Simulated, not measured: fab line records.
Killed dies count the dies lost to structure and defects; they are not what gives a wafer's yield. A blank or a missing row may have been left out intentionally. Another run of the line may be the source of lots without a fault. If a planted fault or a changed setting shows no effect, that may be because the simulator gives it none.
Which tool is to blame? | flow n5 finfet | 9 lots with 27 wafers sampled at 4 steps, on a route of 1938 steps

WHAT EACH GAUGE READ, for each wafer
N5_BEOL_M4_RC_MEAS_101.
lot  | measured     | on        | REXT_P (ohm.um)
L715 | day 9 00:37  | prober-01 | 102.3 103.1 102.5
L720 | day 9 12:13  | prober-01 | 99.8 100.8 100.9
L726 | day 11 04:51 | prober-01 | 299.1 287.5 289.4
L727 | day 11 22:08 | prober-02 | 289.5 293.2 288.9
L728 | day 11 22:31 | prober-01 | 102.6 101.8 102.6
L729 | day 12 00:12 | prober-02 | 97.9 97.1 96.8
L731 | day 12 09:55 | prober-02 | 102.3 102.5 101.9
L733 | day 13 02:19 | prober-01 | 99.9 100.9 99.0
L735 | day 13 22:43 | prober-02 | 102.7 101.4 103.9

WHICH TOOL RAN EACH LOT (tool, then ch and the chambers of the sampled wafers, then the start)
lot  | N5_SD_EPI_N_ETCH_16               | N5_SD_EPI_N_VAPOR_ETCH_50      | N5_SD_EPI_P_VAPOR_ETCH_44
L715 | rie diel-03 ch 1,2, day 3 21:01   | epi rpcvd-01 ch 0, day 3 22:04 | epi rpcvd-03 ch 0, day 4 03:22
L720 | rie diel-06 ch 1,2, day 5 01:25   | epi rpcvd-03 ch 0, day 5 02:29 | epi rpcvd-02 ch 0, day 5 07:10
L726 | rie diel-06 ch 1,3, day 6 14:42   | epi rpcvd-04 ch 0, day 6 15:37 | epi rpcvd-03, day 6 19:47
L727 | rie diel-05 ch 0,1,2, day 6 19:40 | epi rpcvd-01 ch 0, day 6 20:42 | epi rpcvd-03, day 7 01:26
L728 | rie diel-05 ch 0,1,2, day 7 01:26 | epi rpcvd-01 ch 0, day 7 02:28 | epi rpcvd-02 ch 0, day 7 07:26
L729 | rie diel-06 ch 0,1,3, day 7 06:29 | epi rpcvd-03 ch 0, day 7 07:22 | epi rpcvd-03 ch 0, day 7 13:11
L731 | rie diel-03 ch 0,1,3, day 7 19:08 | epi rpcvd-03 ch 0, day 7 20:03 | epi rpcvd-03 ch 0, day 8 00:17
L733 | rie diel-06 ch 1,3, day 8 07:56   | epi rpcvd-03 ch 0, day 8 08:49 | epi rpcvd-03 ch 0, day 8 13:16
L735 | rie diel-05 ch 0,2, day 8 18:52   | epi rpcvd-03 ch 0, day 8 19:44 | epi rpcvd-03 ch 0, day 9 01:08
- N5_SD_EPI_N_ETCH_16: etches SiO2 in CHF3/O2, target depth 5 nm.
- N5_SD_EPI_N_VAPOR_ETCH_50: etches Si in HCl, time 54 s.
- N5_SD_EPI_P_VAPOR_ETCH_44: etches SiGe30 in NF3/Ar, time 3.3 s.

THE ANSWER, worked out from the rows above alone
Rule: the usual values come from the lots themselves. The widest of any qualifying gaps counts: lots, ordered by their means at a reading, are off when they make up no more than a third of the lots, leave a main group of 4 or more, and stand apart from it by 3 or more times the standard deviation of that group's means. The tables above print the reading to a certain number of digits; a main group whose means all agree to those digits is not used. Also off: a lot with no number at a reading for which 4 or more lots have one. All remaining lots with rows at the step are treated as sound.
Off: at N5_BEOL_M4_RC_MEAS_101 (REXT_P), L726, L727. The main group: mean 101.1 ohm.um, standard deviation 1.9.
A tool fits if, at a process step before that reading, it ran every lot that is off, and no sound lot after the first of them. Those tools and the gauges at N5_BEOL_M4_RC_MEAS_101 are tried in the same way. No candidate that was tried fits.

WHAT THE SIMULATOR HAD PUT IN
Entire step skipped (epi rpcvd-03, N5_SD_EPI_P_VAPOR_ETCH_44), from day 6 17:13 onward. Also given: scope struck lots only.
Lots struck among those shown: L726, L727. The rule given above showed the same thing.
